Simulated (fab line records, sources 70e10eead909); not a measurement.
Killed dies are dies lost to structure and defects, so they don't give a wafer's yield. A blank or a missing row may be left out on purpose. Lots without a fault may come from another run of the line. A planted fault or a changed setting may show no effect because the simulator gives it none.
Which tool did it? | flow nand_harc | 11 lots, 33 wafers sampled, at 7 steps of a route of 1302

WHAT THE GAUGES READ, wafer by wafer
NHARC_A_BLC_INSPECT_12. Usual: raw_defect_count 83, standard deviation 33.
lot  | measured     | on                | raw_defect_count | flag
L783 | day 22 13:14 | defect_inspect-02 | 76 80 62         |
L784 | day 23 08:49 | defect_inspect-02 | 99 107 92        |
L788 | day 23 20:09 | defect_inspect-01 | 68 57 62         |
L787 | day 24 00:53 | defect_inspect-01 | 83 81 64         |
L789 | day 25 04:43 | defect_inspect-01 | 78 70 70         |
L790 | day 25 10:47 | defect_inspect-02 | 148 115 112      |
L795 | day 27 20:05 | defect_inspect-01 | 126 147 136      |
L800 | day 29 19:13 | defect_inspect-01 | 99 98 102        |
L803 | day 30 23:07 | defect_inspect-01 | 37 30 40         |
L805 | day 31 11:48 | defect_inspect-02 | 37 39 46         |
L806 | day 32 19:05 | defect_inspect-02 | 112 117 93       |

NHARC_A_BLC_INSPECT_28. Usual: raw_defect_count 514, standard deviation 100.
lot  | measured     | on                | raw_defect_count | flag
L783 | day 22 16:16 | defect_inspect-02 | 495 493 584      |
L784 | day 23 11:52 | defect_inspect-01 | 531 587 636      |
L788 | day 23 23:10 | defect_inspect-01 | 689 513 640      |
L787 | day 24 03:58 | defect_inspect-01 | 435 394 389      |
L789 | day 25 07:43 | defect_inspect-01 | 440 552 430      |
L790 | day 25 13:58 | defect_inspect-01 | 820 458 510      |
L795 | day 27 23:06 | defect_inspect-02 | 628 467 1763     | OFF
L800 | day 29 22:13 | defect_inspect-01 | 638 516 435      |
L803 | day 31 02:08 | defect_inspect-01 | 566 450 603      |
L805 | day 31 15:19 | defect_inspect-02 | 587 294 390      |
L806 | day 32 22:05 | defect_inspect-01 | 555 453 625      |

NHARC_A_M0_INSPECT_11. Usual: raw_defect_count 82, standard deviation 34.
lot  | measured     | on                | raw_defect_count | flag
L783 | day 22 17:21 | defect_inspect-01 | 79 71 60         |
L784 | day 23 12:54 | defect_inspect-02 | 92 105 93        |
L788 | day 24 00:13 | defect_inspect-02 | 67 56 71         |
L787 | day 24 05:00 | defect_inspect-02 | 87 78 68         |
L789 | day 25 08:45 | defect_inspect-01 | 80 67 69         |
L790 | day 25 14:52 | defect_inspect-01 | 150 116 111      |
L795 | day 28 00:00 | defect_inspect-01 | 131 146 1295     | OFF
L800 | day 29 23:15 | defect_inspect-01 | 104 103 104      |
L803 | day 31 03:10 | defect_inspect-02 | 39 34 39         |
L805 | day 31 16:13 | defect_inspect-02 | 37 40 44         |
L806 | day 32 23:07 | defect_inspect-02 | 108 122 91       |

NHARC_END_SORT_01. Usual: killed_at_array 51, standard deviation 17; killed_at_other 1.0, standard deviation 1.2; killed_at_periphery 3.4, standard deviation 2.5; killed_dies 56, standard deviation 17; killed_open 3.3, standard deviation 2.1; killed_short 2.6, standard deviation 1.6.
lot  | measured     | on        | killed_at_array | killed_at_other | killed_at_periphery | killed_dies | killed_open | killed_short | flag
L795 | day 29 18:34 | prober-01 | 85 68 553       | 1 0 0           | 1 3 1               | 87 71 554   | 2 6 2       | 3 1 0        | OFF

WHICH TOOL RAN EACH LOT (tool, then ch and the chambers of the sampled wafers, then the start)
lot  | NHARC_A_BLC_STRIP_21               | NHARC_A_BLC_PVD_32                      | NHARC_A_BLC_CMP_25
L783 | rie_diel-07 ch 0,1, day 22 14:27   | pvd_sputter-01, day 22 15:54 or earlier | cmp-02 ch 0,1,2, day 22 15:54
L784 | rie_diel-13 ch 1,2,3, day 23 10:04 | pvd_sputter-01, day 23 11:28 or earlier | cmp-01 ch 0,1,2, day 23 11:28
L788 | rie_diel-07 ch 0,1,3, day 23 21:23 | pvd_sputter-03, day 23 22:47 or earlier | cmp-02 ch 0,3, day 23 22:47
L787 | rie_diel-07 ch 1,2, day 24 02:10   | pvd_sputter-02, day 24 03:34 or earlier | cmp-01 ch 0,1, day 24 03:34
L789 | rie_diel-05 ch 0,1,3, day 25 05:55 | pvd_sputter-01, day 25 07:20 or earlier | cmp-02 ch 0,2, day 25 07:20
L790 | rie_diel-07 ch 1,2, day 25 12:11   | pvd_sputter-01, day 25 13:35 or earlier | cmp-02 ch 0,1,2, day 25 13:35
L795 | rie_diel-07 ch 1,2,3, day 27 21:19 | pvd_sputter-03, day 27 22:43 or earlier | cmp-02 ch 1,2, day 27 22:43
L800 | rie_diel-13 ch 0,1,3, day 29 20:26 | pvd_sputter-01, day 29 21:49 or earlier | cmp-03 ch 2,3, day 29 21:49
L803 | rie_diel-07 ch 0,1,2, day 31 00:21 | pvd_sputter-01, day 31 01:44 or earlier | cmp-01 ch 0,1, day 31 01:44
L805 | rie_diel-07 ch 0,1,2, day 31 13:02 | pvd_sputter-03, day 31 14:55 or earlier | cmp-03 ch 1,2, day 31 14:55
L806 | rie_diel-07 ch 0,2,3, day 32 20:18 | pvd_sputter-01, day 32 21:43 or earlier | cmp-03 ch 0,1,2, day 32 21:43
- NHARC_A_BLC_STRIP_21: strips in O2.
- NHARC_A_BLC_PVD_32: deposits Ti, target thk 5 nm, time 17.7 s.
- NHARC_A_BLC_CMP_25: polishes, t overpolish 30 s, target thk 150 nm.

WHAT THE TOOLS THEMSELVES READ (means of the sampled wafers that have a number; where no wafer has one, the mark that the record gives instead)
NHARC_A_BLC_STRIP_21. Usual: drypump_motor_current_A 5.5 A, standard deviation 0.4; mfc_ar_sccm 0.004 sccm, standard deviation 0.0097; oes_product_au 0.998 a.u., standard deviation 0.0082; rf_vpp_V 57.7 V, standard deviation 0.94; showerhead_plenum_p_Torr 3.41 Torr, standard deviation 0.13; throttle_valve_pct 17.037 %, standard deviation 0.0092.
lot  | tool        | drypump_motor_current_A (A) | mfc_ar_sccm (sccm) | oes_product_au (a.u.) | rf_vpp_V (V) | showerhead_plenum_p_Torr (Torr) | throttle_valve_pct (%) | flag
L783 | rie_diel-07 | 5.2                         | 0.000              | 0.993                 | 56.7         | 3.31                            | 17.037                 |
L784 | rie_diel-13 | 5.7                         | 0.015              | 1.000                 | 57.6         | 3.50                            | 17.030                 |
L788 | rie_diel-07 | 5.3                         | 0.000              | 0.989                 | 57.6         | 3.33                            | 17.040                 |
L787 | rie_diel-07 | 5.1                         | 0.000              | 1.005                 | 57.2         | 3.32                            | 17.031                 |
L789 | rie_diel-05 | 6.0                         | 0.005              | 0.993                 | 57.1         | 3.47                            | 17.040                 |
L790 | rie_diel-07 | 5.0                         | 0.000              | 1.000                 | 57.0         | 3.34                            | 17.029                 |
L795 | rie_diel-07 | 5.3                         | 0.000              | 0.994                 | 57.2         | 3.34                            | 17.040                 |
L800 | rie_diel-13 | 5.8                         | 0.011              | 0.997                 | 57.9         | 3.48                            | 17.037                 |
L803 | rie_diel-07 | 5.1                         | 0.000              | 0.995                 | 58.5         | 3.31                            | 17.044                 |
L805 | rie_diel-07 | 5.2                         | 0.000              | 0.995                 | 58.4         | 3.31                            | 17.040                 |
L806 | rie_diel-07 | 5.4                         | 0.000              | 0.998                 | 56.5         | 3.31                            | 17.042                 |

NHARC_A_BLC_PVD_32. Usual: substrate_temp_c 200.00 C, standard deviation 0.17; throttle_valve_pct 29.5 %, standard deviation 0.9.
lot  | tool           | substrate_temp_c (C) | throttle_valve_pct (%) | flag
L783 | pvd_sputter-01 | 200.04               | 29.0                   |
L784 | pvd_sputter-01 | 200.22               | 29.0                   |
L788 | pvd_sputter-03 | 200.06               | 29.7                   |
L787 | pvd_sputter-02 | 200.00               | 30.3                   |
L789 | pvd_sputter-01 | 199.99               | 28.8                   |
L790 | pvd_sputter-01 | 200.05               | 28.7                   |
L795 | pvd_sputter-03 | 200.03               | 30.1                   |
L800 | pvd_sputter-01 | 200.15               | 28.3                   |
L803 | pvd_sputter-01 | 200.16               | 28.7                   |
L805 | pvd_sputter-03 | 200.06               | 29.6                   |
L806 | pvd_sputter-01 | 199.90               | 29.2                   |

NHARC_A_BLC_CMP_25. Usual: motor_current_A 13.1 A, standard deviation 1.2; overpolish_run_s 29.999 s, standard deviation 0.0094; slurry_flow_ml_min 150.0, standard deviation 0.52; time_to_endpoint_s 29.9 s, standard deviation 2.6.
lot  | tool   | motor_current_A (A) | overpolish_run_s (s) | slurry_flow_ml_min | time_to_endpoint_s (s) | flag
L783 | cmp-02 | 13.6                | 29.994               | 149.7              | 34.0                   |
L784 | cmp-01 | 13.1                | 30.004               | 150.1              | 27.3                   |
L788 | cmp-02 | 14.1                | 30.007               | 150.3              | 27.6                   |
L787 | cmp-01 | 12.6                | 29.997               | 150.0              | 29.3                   |
L789 | cmp-02 | 13.5                | 29.995               | 149.8              | 26.5                   |
L790 | cmp-02 | 13.4                | 29.997               | 149.9              | 31.5                   |
L795 | cmp-02 | 13.2                | 29.996               | 149.5              | 30.4                   |
L800 | cmp-03 | 13.9                | 29.993               | 150.4              | 32.0                   |
L803 | cmp-01 | 12.8                | 30.011               | 150.0              | 28.9                   |
L805 | cmp-03 | 12.7                | 29.997               | 150.2              | 30.3                   |
L806 | cmp-03 | 12.3                | 29.993               | 150.3              | 30.7                   |

THE ANSWER, worked out from the rows above alone
Rule: a lot is off if the mean of its wafers that have a number lies more than 3 standard deviations from the usual mean. A lot without any number at a reading at which 4 lots or more have one is off too. The other lots that the step has rows for count as sound. The gauges are gone through in route order, then the tools' own readings, and for those a lot's mean is taken as printed above. The first step at which some lot is off is used, and at that step the reading that is off furthest; a lot without a number counts as furthest.
Off: L795, at NHARC_A_BLC_INSPECT_28 (raw_defect_count).
A tool fits if, at a process step before that reading, it ran every lot that is off, and no sound lot after the first of them. The gauges at NHARC_A_BLC_INSPECT_28 aren't tried: what is off there is off at NHARC_A_M0_INSPECT_11 too, on other tools, and a gauge's error can't cause that. NHARC_A_BLC_PVD_32 gives no start for some lots, so the hours and the order of its lots are those of NHARC_A_BLC_CMP_25. One fits: cmp-02 at NHARC_A_BLC_CMP_25. Its last sound lot is L790 (day 25 13:35), its first lot that is off L795 (day 27 22:43): a fault that began between those two fits.

WHAT THE SIMULATOR HAD PUT IN
Chamber particle source: cmp-02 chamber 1, from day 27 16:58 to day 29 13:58, at NHARC_A_BLC_CMP_25. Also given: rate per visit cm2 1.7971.
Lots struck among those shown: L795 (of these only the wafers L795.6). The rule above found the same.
